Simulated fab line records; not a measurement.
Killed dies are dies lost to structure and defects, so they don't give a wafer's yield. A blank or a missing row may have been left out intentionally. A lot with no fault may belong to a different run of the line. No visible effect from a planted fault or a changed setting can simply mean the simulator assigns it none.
One fault seen from 2 desks ; flow n5 finfet ; each desk has only its own numbers; what lay behind them comes last

THE TOOL OWNER'S DESK: pecvd-03
The tool's own readings at N5_BEOL_M8_PECVD_70 (deposits SiO2 from TEOS/O2, target thk 20 nm, time 22.7 s): means of the sampled wafers that have a number, for each lot that ran on this tool. The brackets show how far a lot's mean lies from the usual mean; more than 4 standard deviations puts the lot out of limits, marked OUT.
Columns: A = chamber pressure Torr at N5_BEOL_M8_PECVD_70, usual 5.500 Torr; B = heater power outer w at N5_BEOL_M8_PECVD_70, usual 379 W; C = heater power w at N5_BEOL_M8_PECVD_70, usual 664 W; D = showerhead plenum p Torr at N5_BEOL_M8_PECVD_70, usual 8.80 Torr; E = throttle valve pct at N5_BEOL_M8_PECVD_70, usual 22.3 %
lot;first seen here;A;B;C;D;E
L990;day 9 07:08;5.495;389;660;8.85;22.8
L994;day 11 09:43;5.501;382;639;8.80;22.4
L999;day 12 03:44;5.511;460;737;8.89;22.9
This desk found nothing out of limits on any of the 3 lots.

FROM THE METROLOGY DESK
What the gauges read for every lot (on any tool): the sampled wafers with a number, averaged. The brackets show how far a lot's mean lies from the usual mean; more than 4 standard deviations puts the lot out of limits, marked OUT. It has 12 readings; the 7 that lie furthest out on some lot are the ones shown.
Columns: A = IOFF_P at N5_BEOL_M4_RC_MEAS_101, usual 0.21 nA/um; B = ION_N at N5_BEOL_M4_RC_MEAS_101, usual 672 uA/um; C = ION_P at N5_BEOL_M4_RC_MEAS_101, usual 461 uA/um; D = SS_P at N5_BEOL_M4_RC_MEAS_101, usual 73.2 mV/dec; E = VT_N at N5_BEOL_M4_RC_MEAS_101, usual 250 mV; F = VT_P at N5_BEOL_M4_RC_MEAS_101, usual -251 mV; G = M7_THK at N5_BEOL_M7_THK_MEAS_53, usual 81.4 nm
lot;first seen here;A;B;C;D;E;F;G
L988;day 7 19:40;0.17;675;459;73.2;249;-253;80.5
L990;day 7 21:46;0.18;669;455;72.3;255;-254;81.5
L992;day 8 20:38;0.24;675;466;73.3;249;-247;84.1
L993;day 9 08:31;0.21;672;462;73.2;251;-251;79.9
L995;day 9 17:13;0.24;675;467;73.4;251;-249;79.7
L994;day 10 00:50;0.20;680;459;73.0;250;-252;79.9
L999;day 10 22:46;0.21;680;460;73.4;249;-250;81.8
L105;day 12 09:31;0.18;666;446;73.6;252;-256;81.7
L103;day 12 13:22;0.27;689;475;73.3;246;-245;81.3
L107;day 12 20:54;0.23;671;460;73.5;250;-247;82.4
This desk found nothing out of limits on any of the 10 lots.

PUT TOGETHER
Nothing out of limits was seen by the tool owner's desk.
Metrology desk: nothing out of limits seen.

WHAT THE SIMULATOR PUT IN
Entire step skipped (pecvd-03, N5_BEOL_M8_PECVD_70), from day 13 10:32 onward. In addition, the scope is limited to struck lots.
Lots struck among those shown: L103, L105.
